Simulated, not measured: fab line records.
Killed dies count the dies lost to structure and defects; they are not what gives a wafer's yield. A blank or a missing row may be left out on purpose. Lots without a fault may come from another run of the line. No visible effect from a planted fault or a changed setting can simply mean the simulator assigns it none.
fab line records	flow nandHarc
record lots=5	wafers=15	lastDay=27
route steps=1159 shown P_M2@332 P_BONDPAD@351 END@1159
lots that met no fault: taken from a fault-free run of the same line
startH: hours from the record's opening day to when the first of the lot's shown wafers began	waitH: time in hours since the lot's previous step	" identical to the entry in the row above	L1.1+2: one row covering several wafers at once	- value missing, or start not given	* or withheld: withheld	< > ~ a bound
route shown NAME@n: a module of which the file shows steps, and the number in the route of the first	usual: average and standard deviation across the fault-free wafers	same: alike in all rows	chamber/n: place in a boat	sites: per-site readings	_std_site: the standard deviation of these	_edge_site: the outer-site mean with the inner-site mean subtracted	radiusMm: for every site, how far away it sits from the centre of the wafer	mask NAME#n: copy n	behind: the tool/chamber that last shaped the wafer	hold: why the lot went on hold/how many hours it stayed there/how the hold came to an end	device: transistor that didn't switch, given as n, p or np	end of line: the tests these same wafers got at the end of their route	step lacking rows: just its recipe	killed: dies that structure and defects cost at the first sort, which is not the same as the wafer's yield	map: a wafer's dies, x killed, . not, _ none there
set.NAME: the setting as run; set.NAME@STEP: as run at that earlier step	model.NAME: the simulator's own value behind a step, which no gauge read
a table for each step, a row for each wafer; lots at some steps of the route
services: from which hour (startH, from the record's first day; less than 0 if before it) a tool's chamber was out of use, for how many hours, and why
## steps
# step NHARC_P_M2_ETCH_35
# recipe targetDepthA=400	overetchA=120	timeS=43.94	ionEnergyEv=200	n2FlowSccm=150	h2FlowSccm=150	arFlowSccm=0	rfW=400	biasW=150	chemistry=N2/H2
# step NHARC_P_M2_ETCH_15
# recipe targetDepthA=1825	timeS=91.2	c4f8FlowSccm=withheld	arFlowSccm=400	rfW=600	biasW=300	chemistry=C4F8/Ar
# step NHARC_P_M2_CD_MEAS_16
# usual cdNm=169.9/0.62
lot.wafer	tool	chamber	startH	waitH	cdNm
L106.1	cdSem-02	-	168.53	-	170.3
L106.3	"	-	"	"	170.3
L106.5	"	-	"	"	169.8
L107.1	cdSem-02	-	178.22	-	168.9
L107.2	"	-	"	"	169.3
L107.4	"	-	"	"	169.6
L111.1	cdSem-03	-	218.24	-	171.9
L111.2	"	-	"	"	171.0
L111.3	"	-	"	"	170.5
L113.1	cdSem-02	-	229.08	-	169.5
L113.4	"	-	"	"	169.5
L113.5	"	-	"	"	169.6
L119.3	cdSem-01	-	251.32	-	169.9
L119.4	"	-	"	"	169.7
L119.5	"	-	"	"	169.4
# step NHARC_P_M2_STRIP_18
# recipe powerW=1000	n2FlowSccm=150	h2FlowSccm=150	arFlowSccm=0	biasW=0	chemistry=N2/H2
# step NHARC_P_M2_ETCH_28
# recipe targetDepthA=300	overEtchFrac=0.3	timeS=72.99	ionEnergyEv=150	cf4FlowSccm=50	n2FlowSccm=100	arFlowSccm=150	rfW=300	biasW=100	chemistry=CF4/N2
# usual drypumpMotorCurrentA=5.6/0.3	n2FlowSccm=100.0/0.34	oesProductAu=1.000/0.0077	rfVppV=313.6/1.3	showerheadPlenumPTorr=2.59/0.06	throttleValvePct=19.795/0.0093
lot.wafer	tool	chamber	startH	waitH	drypumpMotorCurrentA	n2FlowSccm	oesProductAu	rfHoursCounterH	rfVppV	showerheadPlenumPTorr	throttleValvePct
L106.3	rieDiel-03	0	-	-	5.9	99.7	1.004	4	313.5	2.55	19.800
L106.1	"	3	"	"	5.5	100.0	0.994	4	311.7	2.55	19.798
L106.5	"	0	"	"	5.9	99.4	0.992	-	314.1	2.55	19.792
L107.1	rieDiel-03	1	-	-	5.7	100.2	1.005	5	315.0	2.66	19.795
L107.2	"	2	"	"	5.4	100.2	1.005	5	313.6	2.63	19.793
L107.4	"	3	"	"	5.5	99.8	1.006	5	312.6	2.55	19.785
L111.2	rieDiel-04	1	-	-	5.9	99.9	1.003	17	313.8	2.62	19.797
L111.1	"	2	"	"	5.7	99.2	1.019	17	313.9	2.60	19.818
L111.3	"	3	"	"	4.9	99.5	0.997	18	314.0	2.64	19.809
L113.4	rieDiel-04	0	-	-	5.6	100.1	1.014	21	310.1	2.48	19.774
L113.1	"	1	"	"	5.9	99.9	1.008	18	313.7	2.62	19.792
L113.5	"	3	"	"	5.0	99.8	0.998	-	314.4	2.64	19.804
L119.4	rieDiel-04	1	-	-	5.8	100.3	1.010	20	314.1	2.61	19.796
L119.3	"	0	"	"	5.6	99.6	1.008	23	313.8	2.48	19.785
L119.5	"	2	"	"	5.7	100.0	1.017	-	312.6	2.60	19.808
# step NHARC_P_M2_STRIP_19
# recipe timeS=600	tempC=30	chemistry=postEtchResidueRemover
# step NHARC_P_M2_DEGAS_29
# recipe tempC=250	timeS=60
# step NHARC_P_M2_PRE_CLEAN_30
# recipe timeS=30	tempC=280	gas=H2/He
# usual heaterPowerW=423/35
lot.wafer	tool	chamber	startH	waitH	heaterPowerW
L106.3	pvdSputter-01	-	-	-	414
L106.1	"	-	"	"	440
L106.5	"	-	"	"	464
L107.4	pvdSputter-02	-	-	-	417
L107.2	"	-	"	"	392
L107.1	"	-	"	"	381
L111.1	pvdSputter-01	-	-	-	396
L111.2	"	-	"	"	459
L111.3	"	-	"	"	418
L113.1	pvdSputter-02	-	-	-	392
L113.4	"	-	"	"	502
L113.5	"	-	"	"	398
L119.4	pvdSputter-02	-	-	-	379
L119.3	"	-	"	"	451
L119.5	"	-	"	"	482
# step NHARC_P_M2_PVD_20
# recipe targetThkA=50	biasV=168.6	powerW=15000	chamberPressurePa=0.12	timeS=8.06	substrateTempC=50	material=TaN
# usual throttleValvePct=29.9/0.85
lot.wafer	tool	chamber	startH	waitH	throttleValvePct
L106.1	pvdSputter-01	-	-	-	28.4
L106.3	"	-	"	"	28.0
L106.5	"	-	"	"	31.0
L107.2	pvdSputter-02	-	-	-	30.2
L107.1	"	-	"	"	29.4
L107.4	"	-	"	"	30.8
L111.2	pvdSputter-01	-	-	-	28.0
L111.3	"	-	"	"	28.4
L111.1	"	-	"	"	30.4
L113.1	pvdSputter-02	-	-	-	29.1
L113.4	"	-	"	"	29.7
L113.5	"	-	"	"	28.9
L119.4	pvdSputter-02	-	-	-	29.9
L119.3	"	-	"	"	29.1
L119.5	"	-	"	"	29.8
# step NHARC_P_M2_PVD_21
# recipe targetThkA=300	chamberPressurePa=5	powerW=5000	substrateTempC=30	timeS=20.49	material=Cu
# usual throttleValvePct=29.9/0.83
lot.wafer	tool	chamber	startH	waitH	throttleValvePct
L106.1	pvdSputter-01	-	-	-	31.2
L106.3	"	-	"	"	28.1
L106.5	"	-	"	"	28.8
L107.2	pvdSputter-02	-	-	-	30.3
L107.4	"	-	"	"	28.8
L107.1	"	-	"	"	30.7
L111.1	pvdSputter-01	-	-	-	30.9
L111.3	"	-	"	"	30.4
L111.2	"	-	"	"	28.0
L113.4	pvdSputter-02	-	-	-	30.3
L113.1	"	-	"	"	30.1
L113.5	"	-	"	"	30.2
L119.4	pvdSputter-02	-	-	-	30.4
L119.3	"	-	"	"	29.7
L119.5	"	-	"	"	30.1
# step NHARC_P_M2_ECD_22
# recipe targetThkA=4000	bathTempC=25	material=Cu
# step NHARC_P_M2_ANNEAL_31
# recipe tempC=225	timeS=90
# step NHARC_P_M2_CMP_23
# recipe tOverpolishS=20	targetThkNm=144.3
# usual motorCurrentA=11.8/1.2	retainingRingPressureFrac=1.000/0.0046	timeToEndpointS=28.0/2
lot.wafer	tool	chamber	startH	waitH	motorCurrentA	retainingRingPressureFrac	timeToEndpointS
L106.3	cmp-04	1	170.36	-	12.2	1.000	27.6
L106.1	"	3	"	"	11.2	1.006	28.4
L106.5	"	2	"	"	12.6	0.999	28.5
L107.2	cmp-02	1	180.04	-	10.8	1.003	26.2
L107.4	"	2	"	"	9.9	0.997	29.0
L107.1	"	3	"	"	12.2	0.994	26.3
L111.2	cmp-01	2	220.31	-	13.3	1.000	27.2
L111.1	"	0	"	"	9.8	1.002	28.3
L111.3	"	1	"	"	12.7	1.007	29.0
L113.1	cmp-02	3	230.91	-	12.2	0.998	28.7
L113.4	"	0	"	"	13.2	0.998	25.6
L113.5	"	3	"	"	12.2	0.999	24.9
L119.3	cmp-04	3	253.14	-	11.0	1.007	31.7
L119.4	"	1	"	"	12.1	0.991	28.7
L119.5	"	3	"	"	10.6	0.998	28.8
# step NHARC_P_M2_THK_MEAS_24
# recipe thkMeasGauge=xrf
# usual thkNm=144.1/1.3
lot.wafer	tool	chamber	startH	waitH	thkNm
L106.1	filmMetro-02	-	170.68	-	142.8
L106.3	"	-	"	"	144.8
L106.5	"	-	"	"	145.0
L107.1	filmMetro-01	-	180.33	-	142.3
L107.2	"	-	"	"	142.3
L107.4	"	-	"	"	145.2
L111.1	filmMetro-02	-	220.62	-	145.1
L111.2	"	-	"	"	143.3
L111.3	"	-	"	"	144.7
L113.1	filmMetro-02	-	231.20	-	141.5
L113.4	"	-	"	"	145.9
L113.5	"	-	"	"	143.4
L119.3	filmMetro-02	-	253.43	-	144.1
L119.4	"	-	"	"	142.9
L119.5	"	-	"	"	145.0
# step NHARC_P_M2_SRD_25
# step NHARC_P_M2_INSPECT_27
# usual rawDefectCount=295/97
lot.wafer	tool	chamber	startH	waitH	rawDefectCount
L106.1	defectInspect-01	-	170.83	0.0	421
L106.3	"	-	"	"	279
L106.5	"	-	"	"	513
L107.1	defectInspect-02	-	180.49	0.0	223
L107.2	"	-	"	"	271
L107.4	"	-	"	"	213
L111.1	defectInspect-02	-	220.78	0.0	258
L111.2	"	-	"	"	381
L111.3	"	-	"	"	408
L113.1	defectInspect-02	-	231.36	0.0	347
L113.4	"	-	"	"	203
L113.5	"	-	"	"	345
L119.3	defectInspect-02	-	253.58	0.0	313
L119.4	"	-	"	"	366
L119.5	"	-	"	"	210
# step NHARC_P_M2_PRE_CLEAN_32
# recipe timeS=12	tempC=370	rfPowerW=300	gas=NH3
# usual heaterPowerW=623/59
lot.wafer	tool	chamber	startH	waitH	heaterPowerW	sinceWetCleanH
L106.1	pecvd-03	1	170.90	0.1	518	47
L106.3	"	0	"	"	599	47
L106.5	"	1	"	"	531	-
L107.1	pecvd-04	2	180.69	0.2	573	154
L107.2	"	1	"	"	570	154
L107.4	"	0	"	"	563	-
L111.2	pecvd-04	1	220.87	0.1	555	13
L111.1	"	2	"	"	640	13
L111.3	"	0	"	"	657	13
L113.1	pecvd-01	0	231.43	0.1	743	162
L113.5	"	0	"	"	750	-
L113.4	"	1	"	"	636	-
L119.3	pecvd-01	0	253.69	0.1	677	-
L119.4	"	2	"	"	693	-
L119.5	"	0	"	"	644	-
# step NHARC_P_M2_DEP_33
# recipe targetThkA=300	tempC=370	targetThkNm=30	pressureTorr=3	flowSccm=200	rfW=450	material=SiCN
# step NHARC_P_BONDPAD_DEP_00
# recipe targetThkA=2500	tempC=370	targetThkNm=250	pressureTorr=3	flowSccm=200	rfW=450	material=SiCN
# step NHARC_P_BONDPAD_CMP_32
# recipe targetThkNm=200	material=SiCN
# step NHARC_P_BONDPAD_THK_MEAS_33
# recipe thkMeasGauge=ellipsometry
# usual thkNm=199.5/1.4
lot.wafer	tool	chamber	startH	waitH	thkNm
L106.1	filmMetro-01	-	172.03	0.2	199.9
L106.3	"	-	"	"	200.9
L106.5	"	-	"	"	200.4
L107.1	filmMetro-01	-	181.98	0.1	198.3
L107.2	"	-	"	"	200.0
L107.4	"	-	"	"	199.0
L111.1	filmMetro-02	-	222.02	0.2	199.2
L111.2	"	-	"	"	199.9
L111.3	"	-	"	"	198.9
L113.1	filmMetro-01	-	232.58	0.2	199.3
L113.4	"	-	"	"	197.8
L113.5	"	-	"	"	197.5
L119.3	filmMetro-02	-	254.97	0.2	197.5
L119.4	"	-	"	"	198.2
L119.5	"	-	"	"	196.6
# step NHARC_P_BONDPAD_SRD_34
# step NHARC_P_BONDPAD_DEHYDRATE_01
# recipe tempC=150	timeS=120
# step NHARC_P_BONDPAD_HMDS_02
# recipe timeS=30
# step NHARC_P_BONDPAD_COAT_36
# recipe tempC=200	timeS=65
# step NHARC_P_BONDPAD_COAT_03
# recipe spinRpm=2000	resistThkNm=600
# step NHARC_P_BONDPAD_SOFTBAKE_04
# recipe tempC=125	timeS=70
# step NHARC_P_BONDPAD_EBR_05
# step NHARC_P_BONDPAD_EXPOSE_06
# recipe na=0.55	doseMj=37.06	maskId=P_BPAD
# step NHARC_P_BONDPAD_PEB_07
# recipe pebTempC=128	pebTimeS=80
# step NHARC_P_BONDPAD_DEVELOP_08
# recipe timeS=50	devTempC=22
# step NHARC_P_BONDPAD_CD_MEAS_09
# recipe targetCdNm=500	landingEnergyEv=500
# usual cdNm=500.1/1.4
lot.wafer	tool	chamber	startH	waitH	cdNm
L106.1	cdSem-02	0	172.59	-	502.9
L106.3	"	0	"	"	502.4
L106.5	"	0	"	"	502.5
L107.1	cdSem-01	0	182.54	-	502.4
L107.2	"	0	"	"	502.2
L107.4	"	0	"	"	502.9
L111.1	cdSem-02	0	222.59	-	501.3
L111.2	"	0	"	"	501.3
L111.3	"	0	"	"	501.2
L113.1	cdSem-02	0	233.16	-	498.6
L113.4	"	0	"	"	500.8
L113.5	"	0	"	"	500.7
L119.3	cdSem-03	0	255.41	-	501.3
L119.4	"	0	"	"	500.6
L119.5	"	0	"	"	499.3
# step NHARC_P_BONDPAD_OVL_MEAS_38
# usual overlayXNm=1/5.9	overlayYNm=0/6.9
lot.wafer	tool	chamber	startH	waitH	overlayXNm	overlayYNm
L106.1	overlay-01	-	172.70	-	-2	7
L106.3	"	-	"	"	-2	6
L106.5	"	-	"	"	-1	6
L107.1	overlay-02	-	182.63	-	4	-5
L107.2	"	-	"	"	4	-5
L107.4	"	-	"	"	4	-4
L111.1	overlay-01	-	222.67	-	-1	5
L111.2	"	-	"	"	-2	4
L111.3	"	-	"	"	-1	4
L113.1	overlay-01	-	233.26	-	10	7
L113.4	"	-	"	"	9	8
L113.5	"	-	"	"	10	7
L119.3	overlay-01	-	255.50	-	5	-5
L119.4	"	-	"	"	5	-5
L119.5	"	-	"	"	5	-4
# step NHARC_P_BONDPAD_HARDBAKE_10
# recipe tempC=118	timeS=65
# step NHARC_P_BONDPAD_DESCUM_11
# recipe timeS=3	o2FlowSccm=200	arFlowSccm=0	biasPowerW=0	chemistry=O2
# step NHARC_P_BONDPAD_ETCH_37
# recipe targetDepthA=600	overetchA=180	timeS=65.91	ionEnergyEv=200	n2FlowSccm=150	h2FlowSccm=150	arFlowSccm=0	rfW=400	biasW=150	chemistry=N2/H2
# step NHARC_P_BONDPAD_ETCH_12
# recipe targetDepthA=2000	timeS=100	chf3FlowSccm=50	o2FlowSccm=10	arFlowSccm=200	rfW=500	biasW=200	chemistry=CHF3/O2
# step NHARC_P_BONDPAD_CD_MEAS_13
# usual cdNm=499.6/1.5
lot.wafer	tool	chamber	startH	waitH	cdNm
L106.1	cdSem-03	-	173.14	-	501.9
L106.3	"	-	"	"	501.7
L106.5	"	-	"	"	501.3
L107.1	cdSem-03	-	183.23	-	501.7
L107.2	"	-	"	"	502.8
L107.4	"	-	"	"	502.6
L111.1	cdSem-02	-	223.11	-	500.4
L111.2	"	-	"	"	499.9
L111.3	"	-	"	"	500.6
L113.1	cdSem-02	-	233.70	-	498.2
L113.4	"	-	"	"	500.1
L113.5	"	-	"	"	500.7
L119.3	cdSem-03	-	255.94	-	501.0
L119.4	"	-	"	"	500.1
L119.5	"	-	"	"	498.8
# step NHARC_P_BONDPAD_STRIP_15
# recipe o2FlowSccm=500	arFlowSccm=0	biasW=0	chemistry=O2
# step NHARC_P_BONDPAD_ETCH_24
# recipe targetDepthA=300	overEtchFrac=0.3	timeS=72.99	ionEnergyEv=150	cf4FlowSccm=50	n2FlowSccm=100	arFlowSccm=150	rfW=300	biasW=100	chemistry=CF4/N2
# step NHARC_P_BONDPAD_STRIP_16
# recipe timeS=600	tempC=30	chemistry=postEtchResidueRemover
# step NHARC_END_SORT_01
# recipe tempC=25
# usual defectLimitedYield=95.4/1.6	killedAtArray=28/11	killedAtOther=0.9/1.2	killedAtPeriphery=2.6/2.1	killedDies=31/11	killedOpen=3.1/1.7	killedShort=1.9/1.3	sort_bin_2_pct=1.5/0.64	sort_bin_3_pct=0.26/0.21	sort_bin_4_pct=2.9/1.1	sortNPass=646/11	sortRimYieldPct=96.4/2.3	sortYieldPct=95.4/1.6
# same grossDies=677	sort_bin_5_pct[%]=0	sort_bin_6_pct[%]=0	sort_bin_7_pct[%]=0	sort_bin_8_pct[%]=0	sortRimNGross=106.00
lot.wafer	tool	chamber	startH	waitH	defectLimitedYield[%]	killedAtArray	killedAtOther	killedAtPeriphery	killedDies	killedOpen	killedShort	sort_bin_2_pct[%]	sort_bin_3_pct[%]	sort_bin_4_pct[%]	sortNPass	sortRimYieldPct[%]	sortYieldPct[%]
L106.1	prober-01	0	564.63	2.5	94.4	33	1	4	38	3	3	1.9	0.59	3.1	639	98.1	94.4
L106.3	prober-01	0	566.23	3.1	95.1	32	0	1	33	3	1	1.6	0.30	3.0	644	98.1	95.1
L106.5	prober-01	0	567.83	3.7	63.2	28	1	220	249	5	2	10.8	2.51	23.5	428	73.6	63.2
L113.1	prober-02	0	598.41	2.5	97.3	14	1	3	18	2	1	0.6	0.30	1.8	659	98.1	97.3
L113.4	prober-02	0	600.79	3.4	95.3	30	0	2	32	4	2	1.2	0.30	3.2	645	99.1	95.3
L113.5	prober-02	0	601.58	3.7	96.2	19	4	3	26	3	2	1.2	0.15	2.5	651	96.2	96.2
L111.1	prober-01	0	601.47	2.5	94.4	32	1	5	38	5	2	0.9	0.15	4.6	639	93.4	94.4
L111.2	prober-01	0	602.28	2.8	94.4	35	1	2	38	3	4	1.9	0.44	3.2	639	98.1	94.4
L111.3	prober-01	0	603.09	3.1	94.5	34	0	3	37	2	3	1.6	0.15	3.7	640	96.2	94.5
L119.3	prober-02	0	646.53	3.1	94.4	36	0	2	38	4	3	1.8	0	3.8	639	92.5	94.4
L119.4	prober-02	0	647.33	3.4	94.5	35	1	1	37	3	2	2.1	0.44	3.0	640	94.3	94.5
L119.5	prober-02	0	648.13	3.7	94.4	29	4	5	38	7	3	2.5	0.74	2.4	639	93.4	94.4
# killed by level:class
L106.1 A_CHANNEL_HOLE_D1:chamberFilmFlake=18 A_CONTACT:chamberFilmFlake=6 A_CHANNEL_FILL_D1:chamberFilmFlake=3 A_CHANNEL_FILL_D1:geometricParticle:short=2 P_M1:chamberFilmFlake=2 P_M0:geometricParticle:open=1 A_ONON_D1:geometricParticle:short=1 A_ONON_D1:geometricParticle:open=1
L106.3 A_CHANNEL_HOLE_D1:chamberFilmFlake=17 A_CONTACT:chamberFilmFlake=8 A_CONTACT:geometricParticle:open=2 A_STAIRCASE:chamberFilmFlake=2 P_CONTACT:geometricParticle:open=1 A_CHANNEL_HOLE_D1:geometricParticle:short=1 A_ZERO_WELL:chamberFilmFlake=1 A_CHANNEL_FILL_D1:chamberFilmFlake=1
L106.5 P_M2:unspecified=220 A_CHANNEL_HOLE_D1:chamberFilmFlake=16 A_CONTACT:chamberFilmFlake=3 A_ONON_D1:geometricParticle:open=2 A_CONTACT:geometricParticle:open=2 A_CHANNEL_HOLE_D1:geometricParticle:open=1 A_CHANNEL_FILL_D1:geometricParticle:short=1 A_CONTACT:geometricParticle:short=1
L113.1 A_SLIT:chamberFilmFlake=5 A_CONTACT:chamberFilmFlake=5 P_CONTACT:geometricParticle:open=2 A_CHANNEL_HOLE_D1:chamberFilmFlake=2 A_WL_FILL:geometricParticle:short=1 P_BONDPAD:chamberFilmFlake=1 A_M0:chamberFilmFlake=1 THIN_TSV:chamberFilmFlake=1
L113.4 A_SLIT:chamberFilmFlake=14 A_CHANNEL_HOLE_D1:chamberFilmFlake=6 A_CONTACT:chamberFilmFlake=5 A_SGD_CUT:geometricParticle:open=2 P_M0:geometricParticle:short=1 P_M1:geometricParticle:open=1 A_CONTACT:geometricParticle:open=1 A_M0:geometricParticle:short=1
L111.1 A_CHANNEL_HOLE_D1:chamberFilmFlake=19 P_M1:chamberFilmFlake=4 A_M1:chamberFilmFlake=3 A_CONTACT:geometricParticle:open=2 A_CONTACT:chamberFilmFlake=2 A_ONON_D1:geometricParticle:short=1 A_SGD_CUT:geometricParticle:open=1 A_WL_FILL:geometricParticle:open=1
L113.5 A_SLIT:chamberFilmFlake=9 A_CONTACT:chamberFilmFlake=5 THIN_TSV:chamberFilmFlake=4 P_CONTACT:geometricParticle:open=2 A_CHANNEL_FILL_D1:geometricParticle:short=2 A_CHANNEL_HOLE_D1:chamberFilmFlake=2 A_CONTACT:geometricParticle:open=1 P_ZERO_WELL:chamberFilmFlake=1
L111.2 A_CHANNEL_HOLE_D1:chamberFilmFlake=18 A_M1:chamberFilmFlake=6 A_CONTACT:chamberFilmFlake=3 P_M1:chamberFilmFlake=2 A_STAIRCASE:chamberFilmFlake=2 A_ONON_D1:geometricParticle:open=1 A_CHANNEL_FILL_D1:geometricParticle:short=1 A_STAIRCASE:geometricParticle:short=1
L111.3 A_CHANNEL_HOLE_D1:chamberFilmFlake=18 A_M1:chamberFilmFlake=6 A_CONTACT:chamberFilmFlake=3 P_M1:chamberFilmFlake=2 A_STAIRCASE:chamberFilmFlake=2 P_CONTACT:geometricParticle:short=1 A_ONON_D1:geometricParticle:short=1 A_CONTACT:geometricParticle:open=1
L119.3 A_SLIT:chamberFilmFlake=15 A_CONTACT:chamberFilmFlake=5 A_CHANNEL_HOLE_D1:chamberFilmFlake=4 A_STAIRCASE:chamberFilmFlake=4 A_WL_FILL:chamberFilmFlake=2 P_M0:geometricParticle:open=1 A_CHANNEL_FILL_D1:geometricParticle:short=1 A_CHANNEL_FILL_D1:geometricParticle:open=1
L119.4 A_SLIT:chamberFilmFlake=15 A_CHANNEL_HOLE_D1:chamberFilmFlake=10 A_STAIRCASE:chamberFilmFlake=3 A_WL_FILL:chamberFilmFlake=2 P_M0:geometricParticle:open=1 A_ONON_D1:geometricParticle:short=1 A_ONON_D1:geometricParticle:open=1 A_WL_FILL:geometricParticle:short=1
L119.5 A_SLIT:chamberFilmFlake=17 A_CHANNEL_HOLE_D1:chamberFilmFlake=4 THIN_TSV:chamberFilmFlake=4 P_M0:geometricParticle:short=3 A_M0:geometricParticle:open=2 A_STAIRCASE:chamberFilmFlake=2 P_CONTACT:geometricParticle:open=1 P_M0:geometricParticle:open=1
# map L106.5 (x killed, . not)
____________.____________
_________.....xx_________
_______....x......_______
______...xx.x.x....______
_____.xxx.xxx.xx...._____
____.xx.xx.xx.....xxx____
____.x..xxxxx.x.xx...____
___...x..xx.x......xxx___
___xxx.xxxxxx..xxx.x..___
__...xx.xx..x....x.xx..__
__x.x.xxx...x.x.x..x.xx__
_...x.x..x...xx...xx.x.._
_..xx.x.xx.xx.....xx.x.._
_.x...xxxx..x.....xxx..._
_..xx.x......x...xx..x.._
_.x.x...xx......x...xx.x_
...x.x.....xx....xx......
x.....xx..x.x.x..x.x.....
.......x...xx....x.......
xx.xx.....x....xx.xxx..xx
.x..x...xx.x....x..xx..x.
_..xx.x.....x.x.x...x..._
_.x.....x..x........xx.x_
_...xxxxxx.....x.x.....x_
_....xx...x....x.xx.x..._
_xx.xxx.....x..x.x....x._
__....xxx..x.x......x..__
__.x..........xx.xxx.x.__
___.x...x......xx.xxxx___
___..x.......x.x.x..x.___
____xxx..xxx.x..xx..x____
____x.xxxx..x...x.x..____
_____x..x...xx..xx.._____
______.x..xxxx.....______
_______..........._______
_________.x.x..._________
____________x____________
# map L119.3 (x killed, . not)
____________.____________
_________......._________
_______..........._______
______x......x.....______
_____..xx..........._____
____xx...............____
____.................____
___x..x...............___
___xxx................___
__.....................__
__.xx..................__
_......................._
_x......................_
_.....................x._
_......................._
_......................._
.......................x.
............x............
............x............
...................x.....
................x........
_......................._
_...x.........x........._
_................x......_
_..............x........_
_................x......_
__x.........xx.x.......__
__............x.x......__
___........x...x......___
___........x.x........___
____..........x......____
____..........x......____
_____.............x._____
______.............______
_______..........._______
_________......._________
____________.____________
## services
tool	chamber	startH	hours	kind
rieDiel-04	0	145.52	-	clean
rieDiel-04	1	145.52	-	clean
rieDiel-04	2	145.52	-	clean
rieDiel-04	3	145.52	-	clean
pvdSputter-01	-	158.00	10.0	pm
rieDiel-04	0	170.02	-	clean
rieDiel-04	1	170.02	-	clean
rieDiel-04	2	170.02	-	clean
rieDiel-04	3	170.02	-	clean
rieDiel-03	2	179.62	5.3	repair
cmp-02	-	185.28	1.5	repair
rieDiel-04	-	191.45	2.7	repair
pecvd-04	-	195.00	13.0	pm
cmp-01	-	198.27	10.9	repair
cmp-04	-	203.00	4.0	pm
pvdSputter-02	-	214.00	10.0	pm
rieDiel-03	-	215.30	9.0	pm
cmp-01	-	217.85	2.2	repair
cmp-02	-	226.50	4.0	pm
rieDiel-04	2	233.99	2.6	repair
pecvd-01	-	237.53	13.0	pm
cmp-01	-	240.85	0.6	repair
cmp-04	-	242.67	4.3	repair
pvdSputter-02	-	246.93	1.6	repair
## key
firstSign step=NHARC_END_SORT_01	reading=killedAtPeriphery	direction=up	sigmas=99+	usual=2.6	struck=220
effect step=NHARC_END_SORT_01	reading=killedDies	direction=up	sigmas=20	usual=31	struck=249
moreKillsBornAt NHARC_P_M2_CMP_23@cmp-04=220
metAt NHARC_P_M2_CMP_23
struckWafers L106.5
fault kind=chamberParticleSource	tool=cmp-04	chamber=2	onsetH=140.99	steps=NHARC_P_M2_CMP_23	ratePerVisitCm2=0.43966	endH=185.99
